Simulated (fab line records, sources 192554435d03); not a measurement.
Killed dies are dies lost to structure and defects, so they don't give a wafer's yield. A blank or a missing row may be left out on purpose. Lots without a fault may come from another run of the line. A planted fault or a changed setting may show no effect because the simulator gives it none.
A struck lot beside a sound one | flow n5_finfet | 16 steps out of a route of 1938
Sound: wafers L223.2, L223.3, L223.5. Struck: wafers L222.1, L222.2, L222.5. The cause comes at the end.
At each step with rows: each side's tool, then ch and its chambers, then its first start. Under that, the readings that differ: sound wafers | struck wafers | difference of the means | sigmas: that difference in standard deviations of wafers without a fault.
alike: readings whose means differ by less than 2 such deviations, and words and numbers that are the same on both sides. not compared: withheld readings, readings that some wafer has no value for, bounds like >300 that may hide the same value, and numbers for which the record gives no deviation and whose values overlap.
The two part at a step that has a row with sigmas, a row that says differs or no value, or rows on one side only. Numbers that don't overlap but have no deviation are shown without sigmas and don't part them. A reading that every wafer of one side lacks parts them only if that side has two wafers or more.

N5_BEOL_M3_SURFACE_TREAT_85:
  sound on pvd_sputter-01, day 10 23:46; struck on pvd_sputter-01, day 10 23:49
  not compared: throttle_valve_pct
then, 2 steps without rows for these wafers: N5_BEOL_M3_CVD_47 (deposits Co from CCTBA/H2, target thk 3 nm, time 223.8 s); N5_BEOL_M3_SPUTTER_48 (material Cu, target thk 4.5 nm, time 8.29 s).
N5_BEOL_M3_ANNEAL_49: time 240 s.
  sound on pvd_sputter-03, day 11 00:30; struck on pvd_sputter-01, day 11 01:57
  reading            | sound        | struck      | difference | sigmas
  heater_power_w (W) | 1051 951 929 | 740 727 750 | -238       | -2
N5_BEOL_M3_SPUTTER_79: material Cu, target thk 4.5 nm, time 8.29 s.
  sound on pvd_sputter-03, day 11 00:38; struck on pvd_sputter-01, day 11 02:05
  alike: chamber_pressure_pa, chuck_gas_flow_sccm, throttle_valve_pct
then, 4 steps without rows for these wafers: N5_BEOL_M3_ANNEAL_80 (time 240 s); N5_BEOL_M3_SPUTTER_81 (material Cu, target thk 4.5 nm, time 8.29 s); N5_BEOL_M3_ANNEAL_82 (time 240 s); N5_BEOL_M3_SPUTTER_86 (material Cu, target thk 4.5 nm, time 8.29 s).
N5_BEOL_M3_ANNEAL_87: time 240 s.
  sound on pvd_sputter-03, day 11 01:10; struck on pvd_sputter-01, day 11 02:37
  reading            | sound        | struck      | difference | sigmas
  heater_power_w (W) | 1042 948 953 | 745 702 750 | -249       | -3
then, 2 steps without rows for these wafers: N5_BEOL_M3_SPUTTER_88 (material Cu, target thk 4.5 nm, time 8.29 s); N5_BEOL_M3_ANNEAL_89 (time 240 s).
N5_BEOL_M3_SPUTTER_90: material Cu, target thk 4.5 nm, time 8.29 s.
  sound on pvd_sputter-03, day 11 01:31; struck on pvd_sputter-01, day 11 02:58
  no value came back on the struck wafers for chamber_pressure_pa (Pa), chuck_gas_flow_sccm (sccm), throttle_valve_pct (%); on the sound wafers chamber_pressure_pa (Pa) reads 0.06992 0.06998 0.07
N5_BEOL_M3_ANNEAL_91: time 240 s.
  sound on pvd_sputter-03, day 11 01:36; struck on pvd_sputter-01, day 11 03:03
  reading            | sound        | struck      | difference | sigmas
  heater_power_w (W) | 1018 940 919 | 751 742 743 | -214       | -2
N5_BEOL_M4_RC_MEAS_101:
  sound on prober-01 ch 0, day 11 16:01; struck on prober-02 ch 0, day 11 16:29
  alike: DIBL_N, DIBL_P, IOFF_N, IOFF_P, ION_N, ION_P, SS_N, SS_P, VT_N, VT_P
-- the record jumps here: 4 days lie between the struck wafers' starts before and after (it left off in module BEOL_M4 and takes up again in module PASSIVATION, whose first step shown is number 1936 of the route) --
N5_PASSIVATION_PROBE_49:
  sound on prober-02, day 15 17:17; struck on prober-02, day 15 19:05
  alike: defect_limited_yield, killed_at_M0_to_M3, killed_at_M4_up, killed_at_contacts, killed_at_front_end, killed_at_other, killed_dies, killed_on_rim, killed_open, killed_short, sort_bin_5_function, sort_bin_6_memory, sort_n_pass, sort_yield_pct

WHERE THEY PART
First at N5_BEOL_M3_ANNEAL_49; last, within this record, at N5_BEOL_M3_ANNEAL_91. Later steps at which nothing parts them and some readings are alike: N5_BEOL_M4_RC_MEAS_101, N5_PASSIVATION_PROBE_49.

WHY: what the simulator had put in
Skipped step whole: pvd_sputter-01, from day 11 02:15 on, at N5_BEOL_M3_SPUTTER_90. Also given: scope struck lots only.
